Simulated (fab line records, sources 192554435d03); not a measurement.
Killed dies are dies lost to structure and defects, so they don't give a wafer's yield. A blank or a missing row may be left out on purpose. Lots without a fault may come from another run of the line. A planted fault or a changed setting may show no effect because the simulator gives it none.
fab line records | flow n5_finfet
record lots=10 wafers=29 last_day=18
route steps=1938 shown ZERO_LAYER@15 WELL_APT@47 BEOL_M4@1111 PASSIVATION@1936
lots that met no fault: from a run of the same line without faults
start_h: hours from the record's first day to the start of the lot's first wafer shown | wait_h: hours since the lot's step before | " the same as in the row above | L1.1+2: a row that stands for several wafers | - no value, or no start given | * or withheld: withheld | < > ~ a bound
route shown NAME@n: a module of which the file shows steps, and the number in the route of the first | usual: mean/standard deviation of fault-free wafers | same: alike in all rows | chamber/n: place in a boat | sites: the reading at each site | _std_site: their standard deviation | _edge_site: outer sites' mean less inner sites' | radius_mm: how far each site lies from the wafer's centre | mask NAME#n: copy n | behind: the tool/chamber that last shaped the wafer | hold: why the lot was held/for how many hours/how that ended | device: the transistor (n, p or np) that didn't switch | end of line: the same wafers' tests at the end of the route | a step without rows: its recipe alone | killed: dies lost to structure and defects at the first sort, not the wafer's yield | map: a wafer's dies, x killed, . not, _ none there
set.NAME: the setting as run; set.NAME@STEP: as run at that earlier step | model.NAME: the simulator's own value behind a step, which no gauge read
steps of the route over a sample of lots; a table a step, a row a wafer
services: from which hour (start_h, from the record's first day; less than 0 if before it) a tool's chamber was out of use, for how many hours, and why
## steps
# step N5_ZERO_LAYER_ETCH_17
# recipe chemistry=CF4 target=SiO2 target_depth_a=120 time_s=13.3 ion_energy_ev=350 pressure_mtorr=40 source_w=450 bias_w=215 Ar_flow_sccm=100 cf4_flow_sccm=100
# usual cf4_flow_sccm=100.0/0.3 drypump_motor_current_A=5.8/0.48 oes_product_au=0.74/0.048 rf_vpp_V=949/4.3 showerhead_plenum_p_Torr=2.15/0.066 throttle_valve_pct=15.79/0.22
# columns lot.wafer tool chamber start_h wait_h cf4_flow_sccm drypump_motor_current_A oes_product_au rf_hours_counter_h rf_vpp_V showerhead_plenum_p_Torr throttle_valve_pct
L908.1 rie_diel-06 1 12.72 0.0 99.8 6.2 0.81 105 955 2.24 15.82
L908.4 " 2 " " 99.4 5.8 0.73 181 943 2.05 16.09
L908.6 " 2 " " 99.7 5.8 0.74 - 942 2.05 16.08
L911.1 rie_diel-05 2 30.90 0.0 99.7 5.4 0.70 220 954 2.22 16.13
L911.4 " 0 " " 99.9 5.4 0.77 97 946 2.09 15.61
L911.5 " 1 " " 100.0 6.2 0.70 - 953 2.20 15.59
L914.5 rie_diel-01 2 48.74 0.0 99.6 6.0 0.75 - 943 2.08 15.42
L914.6 " 3 " " 100.6 5.9 0.71 - 948 2.11 15.98
L917.2 rie_diel-05 0 66.74 0.0 99.6 5.4 0.76 108 944 2.08 15.65
L917.4 " 3 " " 100.7 5.9 0.80 114 954 2.24 15.75
L917.5 " 2 " " 100.0 5.4 0.69 - 951 2.22 16.17
L918.2 rie_diel-05 0 72.84 0.0 99.8 5.4 0.76 110 945 2.08 15.63
L918.4 " 1 " " 100.1 6.2 0.69 236 951 2.19 15.61
L918.5 " 0 " " 100.2 5.4 0.76 - 945 2.08 15.63
L921.3 rie_diel-05 1 90.79 0.0 100.0 6.3 0.69 240 953 2.19 15.61
L921.5 " 0 " " 100.1 5.4 0.76 - 946 2.08 15.66
L921.6 " 1 " " 100.3 6.2 0.68 - 951 2.19 15.61
L923.1 rie_diel-05 3 102.98 0.0 99.9 5.9 0.78 125 953 2.23 15.78
L923.4 " 1 " " 100.3 6.2 0.68 244 951 2.19 15.61
L923.5 " 0 " " 100.2 5.4 0.75 - 944 2.08 15.66
L924.2 rie_diel-05 0 108.74 0.0 99.8 5.4 0.75 120 944 2.08 15.64
L924.4 " 2 " " 100.1 5.4 0.69 241 952 2.21 16.17
L924.6 " 2 " " 100.0 5.4 0.68 - 952 2.21 16.18
L925.1 rie_diel-01 0 115.07 0.0 100.1 6.7 0.75 193 948 2.14 15.71
L925.2 " 2 " " 100.1 6.0 0.74 130 944 2.08 15.44
L925.4 " 3 " " 100.0 5.8 0.69 232 946 2.11 16.02
L931.2 rie_diel-05 0 151.14 0.0 99.6 5.4 0.73 135 943 2.07 15.70
L931.4 " 3 " " 100.1 5.9 0.76 - 953 2.23 15.80
L931.6 " 0 " " 99.9 5.4 0.73 - 944 2.07 15.69
# step N5_ZERO_LAYER_ETCH_18
# recipe chemistry=HBr/Cl2 target=Si target_depth_a=1200 time_s=40 pressure_mtorr=10 icp_w=800 bias_w=75 HBr_flow_sccm=150 Cl2_flow_sccm=80
# usual drypump_motor_current_A=5.8/0.53 oes_product_au=0.999/0.012 throttle_valve_pct=36.3/0.33
# columns lot.wafer tool chamber start_h wait_h drypump_motor_current_A oes_product_au rf_hours_counter_h throttle_valve_pct
L908.1 rie_si-02 2 12.80 0.1 6.2 0.996 192 35.9
L908.4 " 3 " " 6.4 0.978 194 36.5
L908.6 " 0 " " 6.3 0.996 - 36.4
L911.1 rie_si-03 0 30.97 0.0 6.6 1.011 116 36.5
L911.4 " 3 " " 5.9 0.997 7 35.9
L911.5 " 0 " " 6.6 1.011 - 36.4
L914.5 rie_si-02 3 48.83 0.1 6.4 0.992 - 36.5
L914.6 " 1 " " 5.2 1.002 - 35.8
L917.2 rie_si-05 3 66.81 0.0 5.9 0.994 39 36.4
L917.4 " 1 " " 4.6 1.003 36 35.9
L917.5 " 3 " " 5.9 0.999 - 36.5
L918.2 rie_si-05 3 72.91 0.0 5.9 0.995 39 36.4
L918.4 " 0 " " 5.5 0.988 106 36.3
L918.5 " 0 " " 5.5 0.990 - 36.3
L921.3 rie_si-05 2 90.86 0.0 5.7 0.966 110 36.9
L921.5 " 0 " " 5.5 0.992 - 36.3
L921.6 " 1 " " 4.6 1.009 - 35.9
L923.1 rie_si-02 2 103.05 0.0 6.1 1.006 194 36.0
L923.4 " 1 " " 5.3 0.998 44 35.8
L923.5 " 0 " " 6.3 0.992 - 36.4
L924.2 rie_si-05 3 108.82 0.0 5.9 1.004 40 36.5
L924.4 " 0 " " 5.5 0.987 107 36.3
L924.6 " 2 " " 5.7 0.967 - 36.8
L925.1 rie_si-05 3 115.15 0.0 5.9 0.999 40 36.5
L925.2 " 0 " " 5.5 0.988 107 36.3
L925.4 " 1 " " 4.7 1.008 - 35.9
L931.2 rie_si-03 0 151.24 0.1 6.6 1.014 119 36.5
L931.4 " 3 " " 5.9 1.001 9 35.9
L931.6 " 0 " " 6.6 1.009 - 36.5
# step N5_WELL_APT_IMPLANT_31
# recipe species=B energy_kev=60 dose_cm2=1.5e+13 tilt_deg=0 rotation_deg=0
# usual dose_ions_cm2=1.5001e+13/1.7e+10 faraday_current_uA=190/4.1 rotation_deg=0.002/0.022
# columns lot.wafer tool chamber start_h wait_h dose_ions_cm2 faraday_current_uA rotation_deg
L908.1 implanter-02 0 15.31 0.1 1.5035e+13 198 0.011
L908.4 " 0 " " 1.5021e+13 196 0.022
L908.6 " 0 " " 1.5011e+13 193 -0.008
L911.1 implanter-01 0 33.67 0.1 1.4985e+13 186 0.017
L911.4 " 0 " " 1.4996e+13 192 -0.005
L911.5 " 0 " " 1.4991e+13 182 0.006
L914.5 implanter-01 0 51.27 0.2 1.5027e+13 185 -0.012
L914.6 " 0 " " 1.5004e+13 198 0.019
L917.2 implanter-02 0 69.08 0.1 1.5e+13 194 -0.001
L917.4 " 0 " " 1.4984e+13 188 0.029
L917.5 " 0 " " 1.4984e+13 193 0.032
L918.2 implanter-02 0 75.18 0.1 1.4993e+13 190 0.012
L918.4 " 0 " " 1.5023e+13 189 -0.007
L918.5 " 0 " " 1.5015e+13 190 0.017
L921.3 implanter-01 0 93.24 0.1 1.5035e+13 194 -0.012
L921.5 " 0 " " 1.4999e+13 190 -0.023
L921.6 " 0 " " 1.5009e+13 186 -0.023
L923.1 implanter-02 0 105.43 0.1 1.3241e+13 164 -0.009
L923.4 " 0 " " 1.3253e+13 173 0.001
L923.5 " 0 " " 1.325e+13 164 -0.039
L924.2 implanter-02 0 111.13 0.1 1.3242e+13 170 -0.005
L924.4 " 0 " " 1.3207e+13 162 -0.050
L924.6 " 0 " " 1.3237e+13 165 0.021
L925.1 implanter-02 0 117.80 0.1 1.3262e+13 165 -0.008
L925.2 " 0 " " 1.3247e+13 171 0.010
L925.4 " 0 " " 1.3247e+13 170 -0.003
L931.2 implanter-01 0 155.84 0.1 1.5026e+13 195 0.027
L931.4 " 0 " " 1.5022e+13 186 0.068
L931.6 " 0 " " 1.4996e+13 187 0.032
# step N5_WELL_APT_INSPECT_38
# recipe inspect_instrument=darkfield mode=post_epi
# usual raw_defect_count=13/4.3
# columns lot.wafer tool chamber start_h wait_h raw_defect_count
L908.1 defect_inspect-01 - 16.84 0.5 14
L908.4 " - " " 18
L908.6 " - " " 14
L911.1 defect_inspect-02 - 35.44 0.7 16
L911.4 " - " " 14
L911.5 " - " " 11
L914.5 defect_inspect-01 - 52.69 0.1 15
L914.6 " - " " 10
L917.2 defect_inspect-01 - 71.24 0.4 13
L917.4 " - " " 14
L917.5 " - " " 16
L918.2 defect_inspect-02 - 76.91 0.4 10
L918.4 " - " " 9
L918.5 " - " " 6
L921.3 defect_inspect-01 - 94.72 0.3 15
L921.5 " - " " 9
L921.6 " - " " 11
L923.1 defect_inspect-02 - 106.99 0.5 13
L923.4 " - " " 13
L923.5 " - " " 12
L924.2 defect_inspect-01 - 112.87 0.6 14
L924.4 " - " " 19
L924.6 " - " " 14
L925.1 defect_inspect-01 - 119.34 0.5 18
L925.2 " - " " 11
L925.4 " - " " 14
L931.2 defect_inspect-01 - 157.35 0.4 15
L931.4 " - " " 10
L931.6 " - " " 22
# step N5_BEOL_M4_RC_MEAS_101
# usual DIBL_N=35.1/1.5 DIBL_P=35.2/2 IOFF_N=0.146/0.028 IOFF_P=0.20/0.036 ION_N=670/12 ION_P=462/8.2 RS_PWELL=3016/20 SS_N=71.2/0.63 SS_P=73.1/0.7 VT_N=250/3.6 VT_P=-251/3.3
# columns lot.wafer tool chamber start_h wait_h DIBL_N[mV/V] DIBL_P[mV/V] IOFF_N[nA/um] IOFF_P[nA/um] ION_N[uA/um] ION_P[uA/um] RS_PWELL[ohm/sq] SS_N[mV/dec] SS_P[mV/dec] VT_N[mV] VT_P[mV]
L908.1 prober-01 0 168.76 0.0 34.7 33.7 0.115 0.16 634 440 2984 70.6 73.0 256 -254
L908.4 " 0 " " 36.7 36.4 0.153 0.20 675 463 3022 71.1 73.7 251 -254
L908.6 " 0 " " 37.3 36.6 0.167 0.21 669 453 3008 71.8 73.5 247 -252
L911.1 prober-02 0 191.51 0.0 37.9 38.4 0.224 0.29 698 474 3009 71.8 73.8 242 -245
L911.4 " 0 " " 36.7 36.5 0.184 0.26 659 458 3036 71.6 74.0 247 -246
L911.5 " 0 " " 37.4 37.5 0.204 0.29 689 469 3042 72.0 73.9 246 -245
L914.5 prober-02 0 214.04 0.6 33.5 34.3 0.117 0.17 660 457 3028 71.1 72.3 255 -253
L914.6 " 0 " " 37.4 39.3 0.196 0.26 680 465 3034 72.9 73.2 248 -249
L917.2 prober-02 0 221.81 0.2 37.2 37.5 0.161 0.20 668 458 3037 71.2 74.1 250 -252
L917.4 " 0 " " 36.5 37.7 0.155 0.21 675 468 3010 71.8 73.9 249 -252
L917.5 " 0 " " 35.6 35.0 0.128 0.17 668 456 3016 71.4 73.0 253 -254
L918.2 prober-02 0 240.71 0.2 34.4 33.1 0.138 0.17 672 461 3045 71.4 73.1 250 -251
L918.4 " 0 " " 34.9 33.4 0.141 0.18 660 453 3031 70.9 72.8 248 -249
L918.5 " 0 " " 36.2 35.6 0.167 0.20 694 470 3032 71.8 74.1 243 -252
L923.1 prober-02 0 263.64 0.7 33.3 33.7 0.127 0.19 666 462 3263 70.3 72.5 251 -249
L923.4 " 0 " " 32.8 34.1 0.126 0.19 664 464 3269 70.7 72.5 251 -251
L923.5 " 0 " " 35.4 36.4 0.161 0.24 675 469 3271 71.8 73.6 247 -247
L921.3 prober-01 0 266.73 0.3 34.1 33.7 0.121 0.22 665 469 2991 71.1 72.8 249 -246
L921.5 " 0 " " 35.3 34.8 0.141 0.23 673 471 3000 72.1 73.8 249 -246
L921.6 " 0 " " 36.3 36.0 0.159 0.24 676 470 3013 71.7 73.4 249 -247
L924.2 prober-01 0 270.84 0.2 35.0 35.7 0.131 0.18 663 456 3242 71.4 72.8 253 -252
L924.4 " 0 " " 32.5 32.3 0.099 0.14 653 454 3262 70.6 72.6 256 -255
L924.6 " 0 " " 33.6 33.6 0.113 0.15 651 446 3238 70.8 72.5 252 -256
L925.1 prober-02 0 272.21 0.0 33.9 33.6 0.112 0.18 658 464 3218 70.4 72.2 254 -251
L925.2 " 0 " " 36.0 35.4 0.151 0.20 675 464 3198 71.0 73.1 251 -251
L925.4 " 0 " " 32.7 31.6 0.103 0.15 652 454 3249 70.4 72.0 256 -256
L931.2 prober-01 0 327.86 0.2 34.9 36.4 0.155 0.21 684 468 2995 71.1 73.1 248 -249
L931.4 " 0 " " 36.2 37.9 0.173 0.23 678 465 2995 71.8 74.0 246 -250
L931.6 " 0 " " 35.0 36.3 0.146 0.20 675 472 2984 71.4 73.0 248 -250
# step N5_PASSIVATION_PROBE_49
# usual defect_limited_yield=91.4/1.4 killed_at_M0_to_M3=32/10 killed_at_M4_up=13/5.6 killed_at_contacts=13/6.6 killed_at_front_end=39/13 killed_at_other=3.4/2.8 killed_dies=101/17 killed_open=66/13 killed_short=33/7 sort_bin_5_function=5.0/0.93 sort_bin_6_memory=3.2/0.65 sort_bin_8_speed=0.01/0.16 sort_n_pass=1078/17 sort_yield_pct=91.4/1.4
# same gross_dies=1180 killed_at_back_side=0 sort_bin_4_leakage[%]=0
# columns lot.wafer tool chamber start_h wait_h defect_limited_yield[%] killed_at_M0_to_M3 killed_at_M4_up killed_at_contacts killed_at_front_end killed_at_other killed_dies killed_open killed_short sort_bin_5_function[%] sort_bin_6_memory[%] sort_bin_8_speed[%] sort_n_pass sort_yield_pct[%]
L914.5 prober-02 - 325.19 0.2 90.6 29 11 11 60 0 111 82 28 5.8 3.5 0 1069 90.6
L914.6 prober-02 - 325.24 0.3 91.4 26 10 9 55 2 102 68 31 4.6 3.9 0 1078 91.4
L917.2 prober-02 - 328.88 0.1 94.8 20 4 9 28 0 61 44 17 3.7 1.4 0 1119 94.8
L917.4 prober-02 - 328.98 0.2 92.5 19 4 13 51 1 88 60 28 4.7 2.6 0 1092 92.5
L917.5 prober-02 - 329.03 0.2 92.9 17 14 17 36 0 84 57 24 4.3 2.3 0 1096 92.9
L918.2 prober-01 - 355.16 0.1 93.0 25 19 7 25 7 83 43 33 4.0 2.5 0 1097 93.0
L918.4 prober-01 - 355.26 0.2 90.3 36 32 3 40 3 114 77 33 6.1 3.4 0 1066 90.3
L918.5 prober-01 - 355.31 0.2 92.5 36 25 6 20 1 88 60 25 4.4 2.6 0 1092 92.5
L921.3 prober-02 - 360.60 0.1 92.0 20 26 8 37 3 94 45 45 4.4 3.1 0 1086 92.0
L921.5 prober-02 - 360.70 0.2 91.7 26 12 12 47 1 98 67 29 4.9 2.7 0 1082 91.7
L921.6 prober-02 - 360.75 0.3 90.7 48 11 13 36 2 110 73 37 5.6 3.5 0 1070 90.7
L924.2 prober-02 - 378.13 0.1 93.6 27 10 9 28 2 76 51 24 3.6 2.7 0 1104 93.6
L924.4 prober-02 - 378.23 0.2 92.2 28 11 11 34 8 92 50 41 4.3 3.3 0 1088 92.2
L924.6 prober-02 - 378.33 0.3 91.1 53 11 7 32 2 105 59 43 5.3 3.2 0 1075 91.1
L925.1 prober-02 - 383.09 0.0 92.0 31 13 4 39 7 94 57 26 4.0 2.8 0 1086 92.0
L925.2 prober-02 - 383.14 0.1 90.0 50 19 21 24 4 118 74 42 5.6 3.9 0 1062 90.0
L925.4 prober-02 - 383.24 0.2 91.6 43 12 11 28 5 99 56 38 5.1 2.5 0 1081 91.6
# killed by level:class
L914.5 FIN_SAQP:geometric_particle:open=19 BEOL_M2:geometric_particle:open=14 MOL_CONTACT_COAG:geometric_particle:open=8 BEOL_M1:geometric_particle:open=8 FIN_SAQP:geometric_particle:short=6 STI_FIN_REVEAL:geometric_particle:open=6 DUMMY_GATE:geometric_particle:open=5 BEOL_M4:geometric_particle:open=5
L914.6 STI_FIN_REVEAL:geometric_particle:open=17 MOL_CONTACT_COAG:geometric_particle:open=9 ILD0:geometric_particle:open=6 BEOL_M1:geometric_particle:open=6 FIN_SAQP:geometric_particle:short=5 GATE_CUT:geometric_particle:short=5 BEOL_M2:geometric_particle:open=5 FIN_SAQP:geometric_particle:open=4
L917.2 MOL_CONTACT_COAG:geometric_particle:open=9 STI_FIN_REVEAL:geometric_particle:open=7 GATE_CUT:geometric_particle:open=5 DUMMY_GATE:geometric_particle:open=4 BEOL_M1:geometric_particle:open=4 GATE_CUT:geometric_particle:short=3 BEOL_M3:geometric_particle:open=3 STARTING-WAFER:geometric_particle:short=3
L917.4 FIN_SAQP:geometric_particle:open=14 STI_FIN_REVEAL:geometric_particle:open=13 MOL_CONTACT_COAG:geometric_particle:open=11 BEOL_M0_SAQP:geometric_particle:short=8 BEOL_M0_SAQP:geometric_particle:open=7 STI_FIN_REVEAL:geometric_particle:short=4 DUMMY_GATE:geometric_particle:short=4 DUMMY_GATE:geometric_particle:open=4
L917.5 MOL_CONTACT_COAG:geometric_particle:open=14 FIN_SAQP:geometric_particle:short=6 BEOL_M0_SAQP:geometric_particle:open=6 BEOL_M0_SAQP:geometric_particle:short=6 STI_FIN_REVEAL:geometric_particle:open=5 DUMMY_GATE:geometric_particle:open=4 BEOL_M4:geometric_particle:open=4 BEOL_M7:geometric_particle:open=4
L918.2 BEOL_M4:geometric_particle:open=14 BEOL_M0_SAQP:geometric_particle:short=8 BEOL_M0_SAQP:geometric_particle:open=7 FIN_SAQP:geometric_particle:short=5 GATE_CUT:geometric_particle:short=4 MOL_CONTACT_COAG:geometric_particle:open=4 HKMG_FIN:area_etch=4 FIN_SAQP:geometric_particle:open=3
L918.4 BEOL_M4:geometric_particle:open=16 FIN_SAQP:geometric_particle:open=13 BEOL_M1:geometric_particle:open=12 BEOL_M2:geometric_particle:open=10 STARTING-WAFER:geometric_particle:short=6 FIN_SAQP:geometric_particle:short=5 BEOL_M0_SAQP:geometric_particle:short=5 ILD0:geometric_particle:short=4
L918.5 BEOL_M4:geometric_particle:open=16 BEOL_M0_SAQP:geometric_particle:open=9 FIN_SAQP:geometric_particle:short=8 BEOL_M0_SAQP:geometric_particle:short=6 BEOL_M1:geometric_particle:open=6 BEOL_M2:geometric_particle:short=6 FIN_SAQP:geometric_particle:open=5 MOL_CONTACT_COAG:geometric_particle:open=4
L921.3 BEOL_M4:geometric_particle:short=9 FIN_SAQP:geometric_particle:short=8 BEOL_M0_SAQP:geometric_particle:short=8 STI_FIN_REVEAL:geometric_particle:open=6 MOL_CONTACT_COAG:geometric_particle:open=6 FIN_SAQP:geometric_particle:open=5 BEOL_M4:geometric_particle:open=5 GATE_CUT:geometric_particle:open=4
L921.5 MOL_CONTACT_COAG:geometric_particle:open=10 FIN_SAQP:geometric_particle:open=9 STI_FIN_REVEAL:geometric_particle:open=8 BEOL_M2:geometric_particle:open=7 BEOL_M4:geometric_particle:open=6 BEOL_M3:geometric_particle:open=6 DUMMY_GATE:geometric_particle:open=5 ILD0:geometric_particle:open=5
L921.6 BEOL_M0_SAQP:geometric_particle:open=10 MOL_CONTACT_COAG:geometric_particle:open=10 BEOL_M2:geometric_particle:open=10 BEOL_M3:geometric_particle:open=10 FIN_SAQP:geometric_particle:open=9 BEOL_M0_SAQP:geometric_particle:short=6 BEOL_M0:geometric_particle:short=5 GATE_CUT:geometric_particle:short=5
L924.2 MOL_CONTACT_COAG:geometric_particle:open=9 FIN_SAQP:geometric_particle:short=8 BEOL_M0_SAQP:geometric_particle:open=8 DUMMY_GATE:geometric_particle:open=5 BEOL_M0_SAQP:geometric_particle:short=5 STI_FIN_REVEAL:geometric_particle:open=4 BEOL_M4:geometric_particle:open=4 BEOL_M3:geometric_particle:open=4
L924.4 GATE_CUT:geometric_particle:short=9 MOL_CONTACT_COAG:geometric_particle:open=9 BEOL_M0_SAQP:geometric_particle:short=8 GATE_CUT:geometric_particle:open=7 BEOL_M2:geometric_particle:open=6 PASS1_CAP:geometric_particle:short=5 STI_FIN_REVEAL:geometric_particle:open=3 DUMMY_GATE:geometric_particle:open=3
L924.6 BEOL_M1:geometric_particle:short=9 FIN_SAQP:geometric_particle:open=8 BEOL_M0_SAQP:geometric_particle:short=8 BEOL_M1:geometric_particle:open=8 BEOL_M2:geometric_particle:open=7 FIN_SAQP:geometric_particle:short=6 BEOL_M3:geometric_particle:open=6 DUMMY_GATE:geometric_particle:open=5
L925.1 HKMG_FIN:area_etch=11 GATE_CUT:geometric_particle:short=8 GATE_CUT:geometric_particle:open=8 BEOL_M0:geometric_particle:open=8 BEOL_M1:geometric_particle:open=5 BEOL_M4:geometric_particle:open=5 BEOL_M0_SAQP:geometric_particle:open=4 BEOL_M2:geometric_particle:open=4
L925.2 MOL_CONTACT_COAG:geometric_particle:open=15 BEOL_M0_SAQP:geometric_particle:short=12 FIN_SAQP:geometric_particle:open=10 BEOL_M2:geometric_particle:open=10 BEOL_M1:geometric_particle:open=10 MOL_CONTACT_COAG:geometric_particle:short=6 BEOL_M0_SAQP:geometric_particle:open=6 GATE_CUT:geometric_particle:short=4
L925.4 BEOL_M0_SAQP:geometric_particle:open=9 BEOL_M0_SAQP:geometric_particle:short=8 BEOL_M3:geometric_particle:open=7 FIN_SAQP:geometric_particle:open=6 MOL_CONTACT_COAG:geometric_particle:open=6 BEOL_M1:geometric_particle:open=6 MOL_CONTACT_COAG:geometric_particle:short=5 BEOL_M1:geometric_particle:short=5
## services
# columns tool chamber start_h hours kind
rie_si-03 - -9.37 2.8 pm
rie_diel-01 1 11.75 3.3 repair
implanter-01 - 18.15 4.7 pm
rie_diel-06 - 32.08 0.6 repair
rie_si-02 0 41.58 - clean
rie_si-02 0 41.58 30.6 scheduled_down
rie_si-02 0 41.58 30.6 vent_cycle
rie_si-02 1 59.25 3.8 repair
implanter-02 - 63.92 3.1 pm
implanter-02 - 77.24 1.7 repair
rie_si-05 2 114.97 5.1 repair
rie_diel-06 3 115.07 1.5 repair
rie_diel-05 - 119.41 0.5 repair
implanter-02 - 123.27 3.7 pm
rie_si-02 3 128.83 - clean
rie_si-02 3 128.83 18.6 scheduled_down
rie_si-02 3 128.83 18.6 vent_cycle
rie_diel-05 2 138.77 - clean
rie_diel-05 2 138.77 - consumable_replace:esc
rie_diel-05 2 138.77 - consumable_replace:focus_ring
rie_diel-05 2 138.77 24.1 scheduled_down
rie_diel-05 2 138.77 24.1 vent_cycle
rie_diel-06 1 147.10 9.0 repair
rie_diel-05 1 148.74 7.9 repair
## key
first_sign step=N5_WELL_APT_IMPLANT_31 reading=dose_ions_cm2 direction=down sigmas=99+ usual=1.5001e+13 struck=1.3243e+13
effect step=N5_WELL_APT_IMPLANT_31 reading=faraday_current_uA direction=down sigmas=5.6 usual=190 struck=167
effect step=N5_BEOL_M4_RC_MEAS_101 reading=RS_PWELL direction=up sigmas=12 usual=3016 struck=3245
met_at N5_WELL_APT_IMPLANT_31
struck_lots L923,L924,L925
baseline_loss step=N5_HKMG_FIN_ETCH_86 wafers=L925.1
not_acting_at N5_ZERO_LAYER_ETCH_17,N5_ZERO_LAYER_ETCH_18,N5_WELL_APT_INSPECT_38
onset_between 75.18 105.43
fault kind=process_parameter_drift tool=implanter-02 chamber=- onset_h=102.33 steps=N5_WELL_APT_IMPLANT_31 channel=dose_cm2 offset=-1.7535e+12 shape=step end_h=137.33 acts_in=these_recipes_only stated=1.5e+13
# baseline_loss: these wafers lose ten dies or more at that step, a loss of the line's own and not of a fault; the sort's usual values leave them out
